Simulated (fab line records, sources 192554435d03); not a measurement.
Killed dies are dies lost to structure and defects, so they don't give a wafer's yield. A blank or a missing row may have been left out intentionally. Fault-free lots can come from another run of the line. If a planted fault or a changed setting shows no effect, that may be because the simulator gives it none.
A lot that was struck, set against a sound lot	flow n5Finfet	39 steps out of a route of 1938
Sound: wafers L739.1, L739.4, L739.6. Struck: wafers L733.3, L733.4. (L733.2 of the same lot was not struck and is left out.) The cause comes at the end.
Order at every step that has rows: each side's tool, ch and its chambers, its first start. Under that, the readings that differ: sound wafers	struck wafers	difference of the means	sigmas: that difference in standard deviations of wafers without a fault.
alike: words and numbers the same on both sides, and readings whose means are apart by under 2 such deviations; not compared: readings that were withheld, readings missing a value for some wafer, numbers with overlapping values and no deviation given by the record, and bounds like >300 which may hide the same value.
A row with sigmas, a row that says differs or no value, or rows on one side alone: a step with any of these is where the two part. Numbers that don't overlap but have no deviation are shown without sigmas and don't part them. Lack of a reading on every wafer of one side parts them only where that side has two or more wafers.

first, 9 steps without rows for these wafers: N5_MOL_CONTACT_COAG_SPUTTER_130 (material Co, target thk 47.5 nm); N5_MOL_CONTACT_COAG_PRECLEAN_125 (cleans in DIW, time 57.5 s); N5_MOL_CONTACT_COAG_SRD_126 (dry time 32 s); N5_MOL_CONTACT_COAG_CMP_23 (polishes, stops on SiO2, t overpolish 1.5 s, target thk 0 nm); N5_MOL_CONTACT_COAG_WET_ETCH_26 (target Co, target depth 13 nm); N5_MOL_CONTACT_COAG_WET_ETCH_116 (etches the open film in SC1-inhibited, target depth 4.6 nm, rinse time 30 s); N5_MOL_CONTACT_COAG_ALD_27 (deposits SiOC, target thk 17 nm, pulse time 1.5 s, time 2720 s); N5_MOL_CONTACT_COAG_CMP_28 (polishes, stops on SiNx, t overpolish 0.85 s, target thk 14.522 nm); N5_MOL_CONTACT_COAG_ALD_123 (deposits SiNx, target thk 5 nm, pulse time 1 s, purge time 2 s).
N5_MOL_CONTACT_COAG_PECVD_31: deposits SiO2 from TEOS/O2, target thk 46 nm, time 8.9 s.
  sound on pecvd-01 ch 0,1, day 9 06:44; struck on pecvd-02 ch 0, day 7 18:04
reading	sound	struck	difference	sigmas
susceptorTempC (C)	400.09 400.20 400.22	418.96 418.98	+18.80	+90
model.SiO2_of_MOL_CONTACT_COAG_PECVD_31.thkNm (nm)	45 46 46.2	40 40.6	-5	
then, 19 steps without rows for these wafers: N5_MOL_CONTACT_COAG_COAT_75 (time 60 s, resist thk 60 nm); N5_MOL_CONTACT_COAG_COAT_76 (time 60 s, resist thk 10 nm); N5_MOL_CONTACT_COAG_COAT_77 (time 60 s, resist thk 10 nm); N5_MOL_CONTACT_COAG_COAT_78 (resist thk 40 nm); N5_MOL_CONTACT_COAG_EBR_80; N5_MOL_CONTACT_COAG_SOFTBAKE_79 (time 60 s); N5_MOL_CONTACT_COAG_EXPOSE_81 (exposes mask VG, defocus 0 nm); N5_MOL_CONTACT_COAG_PEB_82 (peb time 60 s); N5_MOL_CONTACT_COAG_DEVELOP_83 (develop time 30 s); N5_MOL_CONTACT_COAG_DESCUM_88 (chemistry O2, time 7 s); N5_MOL_CONTACT_COAG_ETCH_89 (etches underlayer in N2/H2, target depth 13 nm, time 10.4 s); N5_MOL_CONTACT_COAG_ETCH_90 (etches SiARC in CF4, target depth 13 nm, time 21.7 s); N5_MOL_CONTACT_COAG_ALD_131 (deposits SiO2, target thk 5 nm, pulse time 1 s, co reactant pulse time 1 s); N5_MOL_CONTACT_COAG_ETCHBACK_132 (etches SiO2 in CHF3, target depth 10 nm, time 6.7 s); N5_MOL_CONTACT_COAG_ETCH_91 (etches SOC in N2/H2, target depth 60 nm, overetch 21 nm, time 101.2 s); N5_MOL_CONTACT_COAG_STRIP_92 (strips in N2/H2); N5_MOL_CONTACT_COAG_STRIP_93 (strips in N2/H2); N5_MOL_CONTACT_COAG_ETCHBACK_135 (etches SiO2 in CHF3, target depth 25 nm, time 16.7 s); N5_MOL_CONTACT_COAG_STRIP_118 (strips in CHF3).
N5_MOL_CONTACT_COAG_VIA_ETCH_46: etches SiO2 in C4F6/O2, target depth 46 nm, overetch 9.2 nm, time 40 s.
  sound on rieDiel-03 ch 0,1, day 9 07:48; struck on rieDiel-01 ch 0,1, day 7 19:28
reading	sound	struck	difference	sigmas
model.etch.depthNm (nm)	45.04 45.99 46.19	40.06 40.55	-5.44	
  alike: drypumpMotorCurrentA, oesProductAu, rfVppV, showerheadPlenumPTorr, throttleValvePct
  not compared: rfHoursCounterH
then, 5 steps without rows for these wafers: N5_MOL_CONTACT_COAG_STRIP_96 (strips in N2/H2); N5_MOL_CONTACT_COAG_ETCH_47 (etches SiNx in CH3F/O2, stops on W, target depth 27 nm); N5_MOL_CONTACT_COAG_STRIP_119 (strips in N2/H2, time 30 s); N5_MOL_CONTACT_COAG_PRECLEAN_144 (cleans in alkaline clean, time 60 s); N5_MOL_CONTACT_COAG_SRD_145 (time 30 s).
N5_MOL_CONTACT_COAG_CMP_52: polishes, stops on SiO2, t overpolish 1.5 s, target thk 66.5 nm.
  sound on cmp-04 ch 1,3, day 9 10:01; struck on cmp-04 ch 2,3, day 7 21:39
reading	sound	struck	difference	sigmas
model.SiO2_of_MOL_CONTACT_COAG_PECVD_31.thkNm (nm)	43 44 44.2	38 38.4	-6	
  alike: motorCurrentA
N5_MOL_CONTACT_COAG_THK_MEAS_53:
  sound: filmMetro-01 at day 9 10:19; struck: filmMetro-02 at day 7 21:57
reading	sound	struck	difference	sigmas
VIA_MOL_THK (nm)	43.0 44.0 44.1	38.0 38.5	-5.5	-9
-- a jump in the record: the struck wafers' starts before and after are 3 days apart (it breaks off in module MOL_CONTACT_COAG and resumes in module BEOL_M4, where the first step shown is number 1111 of the route) --
N5_BEOL_M4_RC_MEAS_101:
  sound on prober-01 ch 0, day 12 06:48; struck on prober-01 ch 0, day 10 14:47
  alike: DIBL_N, DIBL_P, IOFF_N, IOFF_P, ION_N, ION_P, SS_N, SS_P, VT_N, VT_P
next, for these wafers, 1 step has no rows: N5_PASSIVATION_PROBE_49.

## WHERE THEY PART
At N5_MOL_CONTACT_COAG_PECVD_31 first; at N5_MOL_CONTACT_COAG_THK_MEAS_53 last (within this record only). Later steps at which nothing parts them and some readings are alike: N5_BEOL_M4_RC_MEAS_101.

WHY: what the simulator had put in
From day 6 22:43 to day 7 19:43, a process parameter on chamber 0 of pecvd-02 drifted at N5_MOL_CONTACT_COAG_PECVD_31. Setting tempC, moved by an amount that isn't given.
